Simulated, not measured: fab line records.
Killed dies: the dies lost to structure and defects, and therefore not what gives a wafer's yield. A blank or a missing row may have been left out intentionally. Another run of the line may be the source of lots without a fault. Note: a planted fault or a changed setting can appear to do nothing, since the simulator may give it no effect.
The tool behind it: which one?	flow n5Finfet	10 lots with 27 wafers sampled at 5 steps, on a route of 1938 steps

## WHAT THE GAUGES READ, wafer by wafer
N5_BEOL_M4_RC_MEAS_101. Usual: DIBL_N 36.3 mV/V, standard deviation 1.2; DIBL_P 36.3 mV/V, standard deviation 1.4; IOFF_N 0.157 nA/um, standard deviation 0.02; IOFF_P 0.22 nA/um, standard deviation 0.033; IOFF_P_85C 3.7 nA/um, standard deviation 0.47; IOFF_P_LIN 0.103 nA/um, standard deviation 0.013; ION_N 675 uA/um, standard deviation 9.6; ION_P 465 uA/um, standard deviation 8.2; SS_N 71.4 mV/dec, standard deviation 0.45; SS_P 73.3 mV/dec, standard deviation 0.54; VT_N 249.8 mV, standard deviation 2.5; VT_P -249 mV, standard deviation 3.2; VT_P_LVT -98.3 mV, standard deviation 2.7.
lot	measured	on	DIBL_N (mV/V)	DIBL_P (mV/V)	IOFF_N (nA/um)	IOFF_P (nA/um)	IOFF_P_85C (nA/um)	IOFF_P_LIN (nA/um)	ION_N (uA/um)	ION_P (uA/um)	SS_N (mV/dec)	SS_P (mV/dec)	VT_N (mV)	VT_P (mV)	VT_P_LVT (mV)	flag
L149	day 8 02:21	prober-01	37.2 36.6 35.3	38.5 37.3 36.4	0.169 0.150 0.137	0.23 0.21 0.20	3.8 3.6 3.4	0.105 0.099 0.094	681 676 661	466 467 457	71.4 71.6 71.5	72.8 72.7 73.0	246.2 249.8 251.9	-249 -251 -252	-98.8 -99.5 -101.0	
L150	day 9 11:22	prober-02	36.7 37.9 36.8	37.4 38.7 37.3	0.161 0.190 0.162	0.24 0.26 0.23	4.0 4.3 4.0	0.111 0.117 0.107	684 687 678	475 467 468	72.0 71.9 71.4	73.4 74.0 74.3	247.5 248.9 249.6	-247 -249 -249	-96.1 -95.2 -97.4	
L153	day 9 17:05	prober-01	36.7 36.6	43.8 36.2	0.185 0.163	0.63 0.23	9.3 4.0	0.168 0.108	695 679	497 466	72.2 71.9	78.3 72.6	247.5 250.2	-242 -249	-87.4 -96.6	OFF
L154	day 10 15:49	prober-02	37.8 36.0	38.3 46.7	0.186 0.139	0.24 0.90	4.0 12.2	0.109 0.144	679 670	472 487	72.5 71.3	73.4 82.6	248.3 251.5	-250 -245	-97.3 -92.3	OFF
L156	day 10 18:29	prober-02	37.6 36.7	49.1 35.6	0.184 0.156	1.08 0.19	14.7 3.5	0.166 0.096	686 676	494 457	71.3 71.0	83.4 73.4	244.6 248.9	-240 -249	-89.2 -97.5	OFF
L161	day 12 05:26	prober-01	37.2 35.8 36.2	37.3 36.4 36.6	0.182 0.173 0.173	0.25 0.24 0.23	4.3 4.0 3.9	0.118 0.113 0.110	680 680 677	475 472 465	71.3 71.3 71.1	73.5 73.9 72.8	248.5 249.2 247.7	-246 -245 -246	-96.2 -97.1 -97.5	
L166	day 13 11:38	prober-02	35.0 35.3 34.5	35.0 35.0 33.3	0.143 0.149 0.137	0.25 0.23 0.21	4.1 3.9 3.6	0.116 0.111 0.104	674 677 687	464 472 473	72.2 71.7 71.4	73.6 73.6 73.2	251.8 252.1 250.9	-248 -247 -248	-96.0 -95.4 -97.5	
L167	day 13 11:45	prober-01	35.0 35.9 35.8	33.2 34.8 34.6	0.123 0.141 0.130	0.15 0.17 0.17	2.8 3.2 3.1	0.076 0.082 0.081	654 665 650	443 450 442	70.7 71.5 71.2	73.8 73.9 73.9	256.3 254.5 257.1	-256 -258 -256	-105.2 -104.7 -104.1	
L168	day 13 12:34	prober-02	35.0 35.4 34.6	35.5 36.4 35.6	0.126 0.127 0.115	0.18 0.19 0.18	3.2 3.5 3.3	0.090 0.096 0.091	653 661 658	459 460 459	70.5 71.3 70.8	72.8 73.2 73.1	254.0 254.7 254.7	-251 -251 -252	-102.2 -100.4 -101.0	
L172	day 14 19:49	prober-02	38.2 34.8 39.5	39.2 34.9 40.7	0.187 0.119 0.208	0.29 0.20 0.34	4.8 3.6 5.5	0.133 0.103 0.147	688 665 685	471 470 478	71.6 70.4 71.7	74.1 72.6 74.1	249.0 251.8 247.2	-242 -248 -243	-93.8 -98.1 -92.7	

## EACH LOT AND THE TOOL THAT RAN IT (in order: tool; ch and the chambers of the sampled wafers; start)
lot	N5_SD_EPI_P_SD_RECESS_17	N5_BEOL_M4_SPUTTER_86	N5_BEOL_M4_SPUTTER_88	N5_BEOL_M4_ANNEAL_51
L149	rieSi-03 ch 0,3, day 3 12:46	pvdSputter-01, day 8 00:05	pvdSputter-01, day 8 00:18	rtpAnneal-01 ch 0, day 8 01:24
L150	rieSi-06 ch 0,1,2, day 3 14:51	pvdSputter-02, day 9 08:49	pvdSputter-02, day 9 09:02	rtpAnneal-01 ch 0, day 9 10:14
L153	rieSi-06 ch 1,3, day 4 07:58	pvdSputter-01, day 9 14:46	pvdSputter-01, day 9 14:59	rtpAnneal-01 ch 0, day 9 16:05
L154	rieSi-06 ch 2,3, day 4 18:23	pvdSputter-03, day 10 13:09	pvdSputter-03, day 10 13:22	rtpAnneal-02 ch 0, day 10 14:35
L156	rieSi-06 ch 2,3, day 5 03:47	pvdSputter-02, day 10 16:17	pvdSputter-02, day 10 16:31	rtpAnneal-01 ch 0, day 10 17:35
L161	rieSi-04 ch 0,2,3, day 6 07:14	pvdSputter-03, day 12 02:35	pvdSputter-03, day 12 02:49	rtpAnneal-01 ch 0, day 12 04:30
L166	rieSi-06 ch 0,1,2, day 7 14:43	pvdSputter-01, day 13 09:26	pvdSputter-01, day 13 09:40	rtpAnneal-02 ch 0, day 13 10:44
L167	rieSi-06 ch 0,1,3, day 7 19:00	pvdSputter-02, day 13 09:33	pvdSputter-02, day 13 09:46	rtpAnneal-01 ch 0, day 13 10:51
L168	rieSi-06 ch 1,3, day 8 03:28	pvdSputter-03, day 13 10:13	pvdSputter-03, day 13 10:26	rtpAnneal-01 ch 0, day 13 11:30
L172	rieSi-06 ch 0,3, day 9 03:23	pvdSputter-02, day 14 17:28	pvdSputter-02, day 14 17:41	rtpAnneal-02 ch 0, day 14 18:48
- N5_SD_EPI_P_SD_RECESS_17: chemistry HBr/Cl2/O2, target depth 39.1 nm, bt time 3 s.
- N5_BEOL_M4_SPUTTER_86: material Cu, target thk 4.5 nm, time 8.29 s.
- N5_BEOL_M4_SPUTTER_88: material Cu, target thk 4.5 nm, time 8.29 s.
- N5_BEOL_M4_ANNEAL_51: time 90 s.

## WHAT THE TOOLS THEMSELVES READ (means of the sampled wafers that have a number; where no wafer has one, the mark that the record gives instead)
N5_SD_EPI_P_SD_RECESS_17. Usual: drypumpMotorCurrentA 5.7 A, standard deviation 0.35; oes_o_777_au 0.994 a.u., standard deviation 0.012; oesProductAu 0.990 a.u., standard deviation 0.012; throttleValvePct 37.02 %, standard deviation 0.25.
lot	tool	drypumpMotorCurrentA (A)	oes_o_777_au (a.u.)	oesProductAu (a.u.)	throttleValvePct (%)	flag
L149	rieSi-03	5.5	0.996	0.992	36.81	
L150	rieSi-06	5.5	0.989	0.978	36.93	
L153	rieSi-06	5.8	1.000	0.988	37.05	
L154	rieSi-06	5.3	0.998	0.990	37.29	
L156	rieSi-06	5.3	0.992	0.991	37.29	
L161	rieSi-04	5.9	0.988	0.986	36.95	
L166	rieSi-06	5.5	0.986	0.982	36.92	
L167	rieSi-06	5.7	1.000	0.989	36.93	
L168	rieSi-06	5.7	0.999	0.999	37.13	
L172	rieSi-06	5.5	0.989	0.988	36.88	

N5_BEOL_M4_SPUTTER_86. Usual: chuckSensorTempC -16.1 C, standard deviation 0.46; susceptorTempC -19.99 C, standard deviation 0.11; throttleValvePct 29.5 %, standard deviation 0.75.
lot	tool	chuckSensorTempC (C)	susceptorTempC (C)	throttleValvePct (%)	flag
L149	pvdSputter-01	-16.3	-19.94	29.5	
L150	pvdSputter-02	-16.4	-19.90	28.9	
L153	pvdSputter-01	-16.4	-19.96	29.8	
L154	pvdSputter-03	-16.2	-20.00	29.2	
L156	pvdSputter-02	-15.9	-20.11	28.8	
L161	pvdSputter-03	-16.1	-19.92	29.6	
L166	pvdSputter-01	-16.0	-20.00	30.4	
L167	pvdSputter-02	-16.0	-20.00	29.7	
L168	pvdSputter-03	-16.2	-20.04	29.6	
L172	pvdSputter-02	-16.0	-19.98	29.7	

N5_BEOL_M4_SPUTTER_88. Usual: chuckSensorTempC -16.1 C, standard deviation 0.45; susceptorTempC -20.00 C, standard deviation 0.096; throttleValvePct 29.5 %, standard deviation 0.77.
lot	tool	chuckSensorTempC (C)	susceptorTempC (C)	throttleValvePct (%)	flag
L149	pvdSputter-01	-16.2	-19.98	29.5	
L150	pvdSputter-02	-16.5	-19.93	28.9	
L153	pvdSputter-01	-16.2	-20.03	29.7	
L154	pvdSputter-03	-16.1	-19.97	29.4	
L156	pvdSputter-02	-16.0	-19.94	28.9	
L161	pvdSputter-03	-16.1	-20.01	29.5	
L166	pvdSputter-01	-16.0	-19.98	30.3	
L167	pvdSputter-02	-16.0	-20.00	29.8	
L168	pvdSputter-03	-16.1	-19.99	29.6	
L172	pvdSputter-02	-16.0	-19.89	29.8	

N5_BEOL_M4_ANNEAL_51. Usual: wafer_temp_C_max at 225.97, with a standard deviation of 0.28.
lot	tool	wafer_temp_C_max	flag
L149	rtpAnneal-01	225.84	
L150	rtpAnneal-01	226.02	
L153	rtpAnneal-01	225.48	
L154	rtpAnneal-02	226.24	
L156	rtpAnneal-01	225.84	
L161	rtpAnneal-01	225.74	
L166	rtpAnneal-02	226.32	
L167	rtpAnneal-01	226.11	
L168	rtpAnneal-01	225.98	
L172	rtpAnneal-02	226.35	

## THE ANSWER, worked out from the rows above alone
Rule: lot off if the mean of its wafers having a number is beyond 3 standard deviations from the usual mean. A lot without any number at a reading at which 4 lots or more have one is off too. All remaining lots with rows at the step are treated as sound. The gauges are gone through in route order, then the tools' own readings, and for those a lot's mean is taken as printed above. The first step at which some lot is off is used, and at that step the reading that is off furthest; a lot without a number counts as furthest.
Off: L153, L154, L156, at N5_BEOL_M4_RC_MEAS_101 (IOFF_P).
A tool fits if, at a process step before that reading, it ran every lot that is off, and no sound lot after the first of them. Those tools and the gauges at N5_BEOL_M4_RC_MEAS_101 are tried in the same way. Of those tried, none fits.

## WHAT THE SIMULATOR HAD INSERTED
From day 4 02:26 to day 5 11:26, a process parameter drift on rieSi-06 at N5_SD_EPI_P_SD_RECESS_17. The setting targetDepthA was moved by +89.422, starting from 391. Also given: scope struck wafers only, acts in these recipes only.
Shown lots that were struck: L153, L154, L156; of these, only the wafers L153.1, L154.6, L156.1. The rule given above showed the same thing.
